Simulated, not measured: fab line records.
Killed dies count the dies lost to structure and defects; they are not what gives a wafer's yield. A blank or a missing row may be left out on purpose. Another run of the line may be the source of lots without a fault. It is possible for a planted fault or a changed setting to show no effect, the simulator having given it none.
Matching of chambers ; flow n5 finfet ; N5_BEOL_M15_VIA_ETCH_16 on rie diel-03: 4 sister chambers
The step etches SiO2 in C4F8/O2/Ar, target depth 1792.2 nm. 20 wafers are shown with their chamber, then 10 later ones without.

WAFERS, EACH WITH ITS CHAMBER
wafer;chamber;rf vpp V (V);showerhead plenum p Torr (Torr);throttle valve pct (%)
L075.2;0;2211;3.41;30.65
L075.4;3;2234;3.33;30.87
L075.5;1;2217;3.54;31.05
L076.1;3;2232;3.33;30.85
L076.4;1;2218;3.54;31.07
L076.6;3;2235;3.33;30.87
L080.1;0;2210;3.41;30.65
L080.3;2;2246;3.36;30.94
L080.4;3;2235;3.33;30.89
L087.3;3;2232;3.32;30.89
L087.4;3;2233;3.32;30.86
L087.6;2;2245;3.35;30.95
L091.1;1;2217;3.52;30.89
L091.2;0;2208;3.39;30.68
L091.3;2;2243;3.35;30.94
L090.1;0;2210;3.39;30.67
L090.3;2;2244;3.35;30.96
L090.6;1;2216;3.52;30.87
L093.1;1;2218;3.52;30.89
L093.2;2;2243;3.34;30.94

SIGNATURES, as means of the wafers listed above
reading;chamber 0;chamber 1;chamber 2;chamber 3;scatter within a chamber
rf vpp V;2209.75;2217.20;2244.20;2233.50;1.22
showerhead plenum p Torr;3.4000;3.5280;3.3500;3.3267;0.00871
throttle valve pct;30.6625;30.9540;30.9460;30.8717;0.0501
Rule: distance of a wafer from a chamber = root of the sum over the readings of ((wafer's reading minus chamber's mean) / reading's scatter) squared. If the next closest chamber is less than 2 further off than the closest, the wafer can't be placed; otherwise it belongs to the closest. The scatter: take each reading less its chamber's mean, square it, sum over the shown wafers, divide by the number of wafers less the number of chambers, and take the root.

WAFERS WITH NO CHAMBER GIVEN
wafer;rf vpp V (V);showerhead plenum p Torr (Torr);throttle valve pct (%)
L093.4;2210;3.39;30.67
L095.2;2218;3.52;30.90
L095.4;2234;3.31;30.91
L095.6;2208;3.39;30.68
L094.2;2218;3.52;30.88
L094.5;2210;3.39;30.67
L094.6;2217;3.52;30.88
L097.1;2231;3.31;30.91
L097.2;2243;3.34;30.96
L097.5;2243;3.34;30.97

CHAMBER TAKEN BY EACH
wafer;from the rows above;in truth
L093.4;0;0
L095.2;1;1
L095.4;3;3
L095.6;0;0
L094.2;1;1
L094.5;0;0
L094.6;1;1
L097.1;3;3
L097.2;2;2
L097.5;2;2
Placed correctly: 10 of 10. Left unplaced by these rows: 0. Number placed wrongly: 0.
